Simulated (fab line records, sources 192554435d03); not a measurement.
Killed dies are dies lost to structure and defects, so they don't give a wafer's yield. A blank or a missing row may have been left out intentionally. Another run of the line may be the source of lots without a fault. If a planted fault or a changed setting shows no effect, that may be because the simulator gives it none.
The same fault as seen by 2 desks	flow n5-finfet	every desk sees just its own numbers, and what lay behind them comes last

## DESK OF THE TOOL OWNER: rtp-anneal-01
The tool's own readings at N5_SD_ACTIVATION_RTA_00 (time 0 s): means of the sampled wafers that have a number, for each lot that ran on this tool. Marked OUT: a lot whose mean sits more than 4 standard deviations from the usual mean, which makes it out of limits; the brackets give that distance. Shown are 7 of the 9 readings it has, namely the first that went out of limits plus those furthest out on some lot.
Columns: A = lamp-power-pct at N5_SD_ACTIVATION_RTA_00, usual 8.96 %; B = lamp_zone_1_pct at N5_SD_ACTIVATION_RTA_00, usual 8.950 %; C = lamp_zone_2_pct at N5_SD_ACTIVATION_RTA_00, usual 8.950 %; D = lamp_zone_3_pct at N5_SD_ACTIVATION_RTA_00, usual 8.950 %; E = lamp_zone_4_pct at N5_SD_ACTIVATION_RTA_00, usual 8.949 %; F = lamp_zone_6_pct at N5_SD_ACTIVATION_RTA_00, usual 8.882 %; G = lamp_zone_7_pct at N5_SD_ACTIVATION_RTA_00, usual 9.350 %
lot	first seen here	A	B	C	D	E	F	G
L363	day 4 17:32	8.93	8.939	8.948	8.959	8.942	8.871	9.349
L364	day 4 20:47	8.93	8.951	8.949	8.961	8.950	8.881	9.353
L367	day 5 16:47	10.02 (+20) OUT	10.002 (+46) OUT	10.009 (+48) OUT	10.015 (+51) OUT	10.009 (+50) OUT	9.914 (+47) OUT	10.439 (+47) OUT
L369	day 6 07:24	10.00 (+20) OUT	10.000 (+46) OUT	9.972 (+46) OUT	9.997 (+50) OUT	9.998 (+50) OUT	9.932 (+48) OUT	10.445 (+48) OUT
L380	day 8 21:22	8.99	8.950	8.949	8.928	8.945	8.900	9.357
L381	day 9 06:55	8.98	8.958	8.928	8.959	8.947	8.886	9.357
This desk finds L367, L369 out of limits, L367 being first, at day 5 16:47 (lamp-power-pct at N5_SD_ACTIVATION_RTA_00). L363, L364, L380, L381 stayed within limits.

## AT THE METROLOGY DESK
What the gauges read, lot by lot, whatever tool the lot ran on: means of the sampled wafers that have a number. Marked OUT: a lot whose mean sits more than 4 standard deviations from the usual mean, which makes it out of limits; the brackets give that distance. Shown are 7 of the 27 readings it has, namely the first that went out of limits plus those furthest out on some lot.
Columns: A = DIBL_N at N5_BEOL_M4_RC_MEAS_101, usual 37.1 mV/V; B = IOFF_N at N5_BEOL_M4_RC_MEAS_101, usual 0.17 nA/um; C = IOFF_N_85C at N5_BEOL_M4_RC_MEAS_101, usual 3.3 nA/um; D = IOFF_N_LIN at N5_BEOL_M4_RC_MEAS_101, usual 0.078 nA/um; E = SS_N at N5_BEOL_M4_RC_MEAS_101, usual 71.7 mV/dec; F = VT_N at N5_BEOL_M4_RC_MEAS_101, usual 248.9 mV; G = VT_N_LVT at N5_BEOL_M4_RC_MEAS_101, usual 97 mV
lot	first seen here	A	B	C	D	E	F	G
L363	day 4 11:40	38.1	0.19	3.6	0.089	71.9	246.3	94
L364	day 4 16:57	37.8	0.17	3.3	0.077	72.0	250.7	97
L365	day 4 22:17	37.8	0.20	3.8	0.092	72.2	245.7	96
L367	day 5 12:50	153.1 (+64) OUT	400.85 (+99 or more) OUT	2153.0 (+99 or more) OUT	29.533 (+99 or more) OUT	105.8 (+54) OUT	103.4 (-50) OUT	-48 (-48) OUT
L369	day 6 02:47	197.8 (+89) OUT	732.68 (+99 or more) OUT	3666.7 (+99 or more) OUT	32.978 (+99 or more) OUT	146.0 (+99 or more) OUT	106.0 (-49) OUT	-46 (-48) OUT
L376	day 7 18:10	34.3	0.14	2.8	0.070	71.0	250.2	98
L380	day 8 17:23	39.2	0.18	3.5	0.079	72.1	249.3	99
L381	day 9 02:58	37.7	0.19	3.7	0.085	72.3	247.1	97
Per this desk, out of limits: L367, L369; the first was L367, day 10 19:17 (DIBL_N at N5_BEOL_M4_RC_MEAS_101). L363, L364, L365, L376, L380, L381 stayed within limits.

## ALL TOGETHER
On L367, L369, at day 5 16:47, an alarm was possible from the tool owner's desk.
An alarm was possible from the metrology desk at day 10 19:17, on L367, L369.
Of the lots named, all ran N5_SD_ACTIVATION_RTA_00 on rtp-anneal-01.

## WHAT THE SIMULATOR HAD PUT IN
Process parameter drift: rtp-anneal-01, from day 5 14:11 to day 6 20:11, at N5_SD_ACTIVATION_RTA_00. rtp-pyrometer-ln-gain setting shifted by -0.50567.
Lots struck among those shown: L367, L369.
Hours from the fault's start to each desk's first reading out of limits: the tool owner's desk, 3; the metrology desk, 125.
